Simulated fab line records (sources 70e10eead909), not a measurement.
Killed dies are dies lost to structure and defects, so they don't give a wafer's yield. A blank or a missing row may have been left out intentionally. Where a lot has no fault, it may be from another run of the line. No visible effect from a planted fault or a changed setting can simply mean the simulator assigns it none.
fab line records	flow nand_harc
[record] lots = 14	wafers = 42	last_day = 34
route steps=1302 shown A_WL_FILL@957
lots untouched by any fault: they come from a run of this same line in which no faults occurred
start_h: the number of hours between the record's first day and the start of the first shown wafer of the lot	wait_h: hours from the lot's prior step to this one	" unchanged from the row above	L1.1+2: one row covering several wafers at once	- no value, or no start given	* or withheld: withheld	< > ~ a bound
route shown NAME@n: a module of which the file shows steps, and the number in the route of the first	usual: mean and standard deviation over wafers with no fault	same: alike in all rows	chamber/n: place in a boat	sites: each site's reading	_std_site: how widely they spread, as a standard deviation	_edge_site: mean of outer sites minus mean of inner sites	radius_mm: how far each site lies from the wafer's centre	mask NAME#n: copy n	behind: tool/chamber where the wafer was last shaped	hold: cause of the lot's hold/its duration in hours/its outcome	device: transistor that didn't switch, given as n, p or np	end of line: tests run on the same wafers once the route is complete	a step given without rows: its recipe and nothing more	killed: dies lost to structure and defects at the first sort, not the wafer's yield	map: shows each die of a wafer: x if killed, . if not, _ if none is there
set.NAME: the setting that was run; set.NAME@STEP: the one run at that earlier step	model.NAME: the simulator's own value behind a step, which no gauge read
a sample of lots followed through the steps of the route, with each step as a table and each wafer as a row
services: from which hour (start_h, from the record's first day; less than 0 if before it) a tool's chamber was out of use, for how many hours, and why
[[steps]]
[step NHARC_A_WL_FILL_ETCHBACK_04]
[recipe] target_depth_a = 600	time_s = 120	chemistry = NF3
[usual] drypump_motor_current_A = 5.66/0.25	oes_product_au = 1.003/0.0075	run_length_s = 141.4/0.33
lot.wafer	tool	chamber	start_h	wait_h	drypump_motor_current_A	oes_product_au	rf_hours_counter_h	run_length_s
L109.1	rie_metal-02	0	473.49	0.4	5.76	1.000	0.0	141.6
L109.3	"	1	"	"	5.26	0.994	-	141.3
L109.5	"	0	"	"	5.76	1.000	-	141.5
L112.1	rie_metal-03	1	484.04	0.4	5.92	0.997	2.3	142.3
L112.5	"	0	"	"	5.48	1.004	-	141.6
L112.6	"	1	"	"	5.91	1.002	-	141.6
L111.1	rie_metal-01	1	495.29	0.4	5.95	0.999	1.4	140.9
L111.4	"	0	"	"	5.71	0.998	-	141.2
L111.5	"	0	"	"	5.69	0.995	-	141.5
L114.2	rie_metal-01	1	512.52	0.3	5.96	1.002	1.8	141.1
L114.1	"	0	"	"	5.70	1.003	1.8	141.7
L114.6	"	1	"	"	5.96	1.013	-	141.2
L115.3	rie_metal-02	1	526.44	0.3	5.25	1.009	-	142.0
L115.5	"	0	"	"	5.75	1.010	-	141.5
L115.6	"	1	"	"	5.23	1.003	-	141.1
L118.1	rie_metal-02	1	550.99	0.3	5.27	0.992	1.4	141.2
L118.6	"	1	"	"	5.26	1.009	-	141.3
L118.5	"	0	"	"	5.74	1.003	-	141.7
L117.2	rie_metal-01	1	554.80	0.3	5.92	0.998	2.7	141.3
L117.1	"	0	"	"	5.69	0.997	2.7	141.4
L117.3	"	0	"	"	5.68	0.998	-	141.1
L119.4	rie_metal-02	0	561.08	0.3	5.74	1.007	-	141.5
L119.3	"	1	"	"	5.25	1.018	-	141.1
L119.6	"	1	"	"	5.25	1.009	-	141.3
L126.1	rie_metal-01	1	641.18	0.3	5.96	1.012	1.0	141.2
L126.2	"	0	"	"	5.72	1.001	1.0	141.5
L126.4	"	0	"	"	5.70	0.997	-	141.4
L127.4	rie_metal-02	1	654.29	0.2	5.25	1.010	-	141.3
L127.3	"	0	"	"	5.69	1.006	-	141.5
L127.5	"	1	"	"	5.25	1.021	-	141.2
L129.2	rie_metal-02	1	665.84	0.3	5.24	1.004	0.7	141.3
L129.3	"	1	"	"	5.22	1.012	-	141.4
L129.4	"	0	"	"	5.74	1.009	-	142.2
L130.1	rie_metal-03	1	671.59	0.3	5.90	1.004	3.2	141.6
L130.2	"	0	"	"	5.47	1.007	1.4	141.0
L130.3	"	0	"	"	5.49	1.016	-	141.3
L131.1	rie_metal-02	0	693.66	0.3	5.73	0.992	1.0	141.8
L131.2	"	1	"	"	5.26	1.006	1.0	141.3
L131.5	"	0	"	"	5.73	1.001	-	141.6
L132.2	rie_metal-03	1	705.62	0.3	5.91	0.995	0.0	141.6
L132.4	"	0	"	"	5.48	0.990	-	140.9
L132.6	"	0	"	"	5.46	0.984	-	140.7
[step NHARC_A_WL_FILL_STRIP_29]
[recipe] time_s = 20	o2_flow_sccm = 500	ar_flow_sccm = 0	bias_w = 0	chemistry = O2
[usual] drypump_motor_current_A = 5.6/0.43	o2_flow_sccm = 499.9/1.5	oes_product_au = 1.000/0.0072	rf_vpp_V = 57.7/0.84	showerhead_plenum_p_Torr = 3.51/0.13	throttle_valve_pct = 17.037/0.0089
lot.wafer	tool	chamber	start_h	wait_h	drypump_motor_current_A	o2_flow_sccm	oes_product_au	rf_hours_counter_h	rf_vpp_V	showerhead_plenum_p_Torr	throttle_valve_pct
L109.3	rie_diel-01	3	483.84	0.1	6.5	500.1	0.999	6.5	57.9	3.49	17.031
L109.1	"	2	"	"	5.1	497.0	0.996	6.8	57.7	3.37	17.020
L109.5	"	3	"	"	6.5	500.3	0.999	-	57.4	3.49	17.032
L112.1	rie_diel-01	0	496.42	0.1	5.5	499.6	1.002	7.3	56.6	3.40	17.033
L112.6	"	0	"	"	5.5	500.2	0.996	-	57.8	3.40	17.027
L112.5	"	1	"	"	5.8	497.0	1.004	-	58.6	3.63	17.049
L111.4	rie_diel-05	2	508.15	0.1	5.9	499.7	0.992	1.8	57.6	3.54	17.033
L111.1	"	1	"	"	5.7	499.8	0.994	2.2	57.3	3.65	17.044
L111.5	"	2	"	"	6.0	502.4	1.003	-	56.4	3.54	17.034
L114.1	rie_diel-01	0	524.54	0.1	5.4	501.4	1.013	7.7	56.9	3.40	17.016
L114.2	"	3	"	"	6.5	497.4	1.002	8.6	58.1	3.49	17.037
L114.6	"	0	"	"	5.5	501.2	1.000	-	56.3	3.40	17.017
L115.3	rie_diel-01	1	539.52	0.1	5.8	498.6	0.991	7.9	58.0	3.62	17.033
L115.6	"	2	"	"	5.2	501.6	0.990	-	57.3	3.37	17.029
L115.5	"	3	"	"	6.5	497.7	0.984	-	58.0	3.48	17.022
L118.1	rie_diel-02	1	562.04	0.1	5.2	499.4	0.990	4.9	59.2	3.74	17.030
L118.6	"	3	"	"	5.8	496.6	1.008	-	57.7	3.47	17.035
L118.5	"	0	"	"	6.3	499.8	0.999	-	58.3	3.44	17.032
L117.2	rie_diel-05	0	565.29	0.1	5.3	496.8	1.006	4.2	58.9	3.75	17.031
L117.3	"	1	"	"	5.7	498.4	1.007	4.3	58.1	3.65	17.045
L117.1	"	2	"	"	5.9	499.4	1.005	3.7	55.7	3.54	17.030
L119.3	rie_diel-01	2	575.22	0.1	5.2	503.2	1.008	0.9	58.1	3.37	17.034
L119.4	"	0	"	"	5.5	501.8	0.991	0.5	58.0	3.40	17.042
L119.6	"	2	"	"	5.2	503.8	1.004	-	59.1	3.37	17.032
L126.4	rie_diel-02	2	651.23	0.1	5.3	500.7	1.003	2.2	57.5	3.49	17.042
L126.1	"	0	"	"	6.3	497.8	1.003	2.3	57.7	3.44	17.037
L126.2	"	1	"	"	5.2	500.5	0.998	2.4	57.2	3.74	17.041
L127.3	rie_diel-01	3	666.73	0.1	6.5	499.2	1.003	6.0	57.8	3.48	17.032
L127.5	"	1	"	"	5.8	500.2	1.000	-	57.9	3.62	17.039
L127.4	"	2	"	"	5.2	499.5	1.009	-	56.1	3.37	17.033
L129.3	rie_diel-05	0	681.52	0.1	5.3	501.9	0.987	2.3	57.3	3.75	17.036
L129.2	"	1	"	"	5.7	500.0	1.001	2.5	56.4	3.65	17.056
L129.4	"	2	"	"	6.0	500.3	0.998	2.5	57.7	3.54	17.039
L130.3	rie_diel-01	2	681.53	0.1	5.2	499.5	1.021	6.6	57.0	3.37	17.039
L130.1	"	3	"	"	6.5	500.3	1.001	6.6	58.0	3.48	17.018
L130.2	"	0	"	"	5.5	499.7	1.004	6.1	57.1	3.39	17.046
L131.2	rie_diel-02	3	703.68	0.1	5.9	502.4	1.004	2.9	57.1	3.47	17.034
L131.1	"	2	"	"	5.2	500.1	1.004	3.5	58.0	3.48	17.059
L131.5	"	0	"	"	6.3	498.4	1.005	-	55.9	3.44	17.030
L132.4	rie_diel-01	0	720.68	0.1	5.5	496.3	0.998	8.4	58.4	3.39	17.043
L132.2	"	3	"	"	6.5	500.4	1.007	8.1	58.8	3.48	17.023
L132.6	"	1	"	"	5.8	499.3	1.003	-	57.2	3.62	17.041
[step NHARC_A_WL_FILL_ETCHBACK_17]
[recipe] target_depth_a = 40	time_s = 26.7	chemistry = Cl2/BCl3
[usual] drypump_motor_current_A = 5.68/0.25	oes_product_au = 1.001/0.007	run_length_s = 48.1/0.33
lot.wafer	tool	chamber	start_h	wait_h	drypump_motor_current_A	oes_product_au	rf_hours_counter_h	run_length_s
L109.1	rie_metal-01	1	483.94	-	5.93	1.002	1.3	48.0
L109.3	"	0	"	"	5.69	0.998	-	48.6
L109.5	"	1	"	"	5.95	1.002	-	48.0
L112.1	rie_metal-03	1	496.50	-	5.89	0.991	2.5	48.2
L112.5	"	1	"	"	5.94	0.999	-	48.8
L112.6	"	1	"	"	5.89	0.999	-	48.5
L111.1	rie_metal-02	0	508.26	-	5.75	0.996	0.7	48.2
L111.4	"	1	"	"	5.25	1.009	-	48.0
L111.5	"	1	"	"	5.24	1.002	-	48.2
L114.1	rie_metal-02	1	524.62	-	5.26	1.003	1.0	47.9
L114.2	"	0	"	"	5.77	1.005	1.0	48.2
L114.6	"	1	"	"	5.27	1.010	-	47.8
L115.3	rie_metal-01	0	539.66	-	5.70	0.993	-	48.3
L115.6	"	1	"	"	5.91	0.998	-	47.7
L115.5	"	0	"	"	5.69	0.990	-	48.4
L118.1	rie_metal-01	1	562.13	-	5.86	1.009	2.9	41.1
L118.6	"	1	"	"	5.89	0.992	-	41.0
L118.5	"	0	"	"	5.70	1.003	-	48.0
L117.2	rie_metal-01	0	565.38	-	5.74	1.000	3.0	48.1
L117.1	"	1	"	"	5.95	0.998	3.0	41.4
L117.3	"	1	"	"	5.91	0.987	-	41.7
L119.3	rie_metal-02	0	575.34	-	5.73	1.002	-	48.2
L119.4	"	1	"	"	5.26	1.013	-	48.0
L119.6	"	0	"	"	5.72	1.004	-	48.7
L126.2	rie_metal-03	0	651.31	-	5.51	1.007	1.2	47.6
L126.1	"	1	"	"	5.92	1.005	3.1	48.8
L126.4	"	0	"	"	5.45	1.010	-	47.4
L127.3	rie_metal-01	0	666.86	-	5.70	0.988	-	48.1
L127.4	"	1	"	"	5.96	1.003	-	47.8
L127.5	"	1	"	"	6.00	0.989	-	47.9
L129.2	rie_metal-02	0	681.60	-	5.74	1.000	0.9	48.5
L129.4	"	0	"	"	5.75	1.001	-	48.2
L129.3	"	1	"	"	5.24	1.015	-	48.1
L130.1	rie_metal-01	0	681.61	-	5.68	1.000	1.7	48.0
L130.2	"	1	"	"	5.92	1.012	1.7	48.4
L130.3	"	1	"	"	5.94	1.008	-	47.8
L131.2	rie_metal-01	1	703.76	-	5.93	1.009	2.0	47.7
L131.1	"	0	"	"	5.67	1.005	2.0	47.9
L131.5	"	0	"	"	5.69	1.001	-	48.5
L132.2	rie_metal-02	1	720.76	-	5.23	1.015	1.6	48.2
L132.4	"	0	"	"	5.74	1.007	-	48.2
L132.6	"	1	"	"	5.23	1.015	-	48.0
[step NHARC_A_WL_FILL_INSPECT_15]
[usual] raw_defect_count = 483/120
lot.wafer	tool	chamber	start_h	wait_h	raw_defect_count
L109.1	defect_inspect-01	-	490.48	0.0	682
L109.3	"	-	"	"	504
L109.5	"	-	"	"	398
L112.1	defect_inspect-02	-	503.17	0.0	397
L112.5	"	-	"	"	464
L112.6	"	-	"	"	428
L111.1	defect_inspect-02	-	514.61	0.0	514
L111.4	"	-	"	"	452
L111.5	"	-	"	"	413
L114.1	defect_inspect-02	-	531.02	0.0	416
L114.2	"	-	"	"	614
L114.6	"	-	"	"	427
L115.3	defect_inspect-02	-	545.96	0.0	243
L115.5	"	-	"	"	422
L115.6	"	-	"	"	333
L118.1	defect_inspect-01	-	568.53	0.0	426
L118.5	"	-	"	"	448
L118.6	"	-	"	"	524
L117.1	defect_inspect-01	-	571.72	0.0	307
L117.2	"	-	"	"	391
L117.3	"	-	"	"	282
L119.3	defect_inspect-02	-	581.71	0.0	497
L119.4	"	-	"	"	634
L119.6	"	-	"	"	599
L126.1	defect_inspect-02	-	657.68	0.0	560
L126.2	"	-	"	"	495
L126.4	"	-	"	"	644
L127.3	defect_inspect-01	-	671.30	0.0	430
L127.4	"	-	"	"	386
L127.5	"	-	"	"	351
L129.2	defect_inspect-01	-	687.84	0.0	582
L129.3	"	-	"	"	562
L129.4	"	-	"	"	701
L130.1	defect_inspect-01	-	687.90	0.0	357
L130.2	"	-	"	"	456
L130.3	"	-	"	"	539
L131.1	defect_inspect-02	-	710.21	0.1	377
L131.2	"	-	"	"	373
L131.5	"	-	"	"	554
L132.2	defect_inspect-02	-	727.16	0.0	600
L132.4	"	-	"	"	525
L132.6	"	-	"	"	617
[[services]]
tool	chamber	start_h	hours	kind
rie_metal-02	-	454.00	9.0	pm
rie_metal-02	0	454.00	9.0	vent_cycle
rie_metal-03	1	471.03	1.6	repair
rie_metal-03	0	485.44	72.6	repair
rie_diel-02	0	489.18	11.0	repair
rie_diel-05	-	496.29	0.9	repair
rie_diel-01	2	510.22	2.7	repair
rie_metal-03	-	519.00	9.0	pm
rie_diel-01	-	557.80	9.0	pm
rie_metal-02	0	567.14	1.1	repair
rie_metal-03	0	569.95	16.0	repair
rie_diel-02	-	570.74	9.0	pm
rie_metal-01	-	575.00	9.0	pm
rie_diel-05	-	583.60	9.0	pm
rie_diel-02	3	620.46	6.7	repair
rie_diel-01	3	624.05	5.0	repair
rie_diel-01	1	625.60	4.1	repair
rie_metal-02	-	631.00	9.0	pm
rie_metal-03	0	644.16	3.7	repair
rie_diel-01	0	652.84	15.8	repair
rie_metal-01	1	662.53	2.4	repair
rie_diel-02	2	687.50	4.1	repair
rie_metal-03	-	696.00	9.0	pm
rie_diel-05	2	699.08	6.5	repair
[[key]]
[first_sign] step = NHARC_A_WL_FILL_ETCHBACK_17	reading = run_length_s	direction = down	sigmas = 20	usual = *	struck = *
effect none on later readings
met_at NHARC_A_WL_FILL_ETCHBACK_17
struck_lots L117,L118
struck_wafers L117.1,L117.3,L118.1,L118.6
later_rows_left_out L117.3
sort_left_out L117.1,L117.3,L118.1,L118.6
tester_left_out L117,L118
not_acting_at NHARC_A_WL_FILL_ETCHBACK_04,NHARC_A_WL_FILL_STRIP_29,NHARC_A_WL_FILL_INSPECT_15
onset_between 539.66 562.13
[fault] kind = process_parameter_drift	tool = rie_metal-01	chamber = 1	onset_h = 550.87	steps = NHARC_A_WL_FILL_ETCHBACK_17	channel = time_s	offset = *	shape = step	end_h = 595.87	acts_in = *	stated = *
// tester_left_out: of these lots the tester's yield and bins aren't shown, on N5 and GAA mostly nor the transistor test; their killed dies are dies lost to structure and defects alone, not to doping, threshold or leakage, so they don't give the yield
// sort_left_out: the simulated sort isn't trusted on such a fault, so these wafers' sort isn't shown, and their yield isn't known
// later_rows_left_out: the simulator's readings of these wafers behind a module that went badly wrong aren't trusted and aren't shown, but for the sort
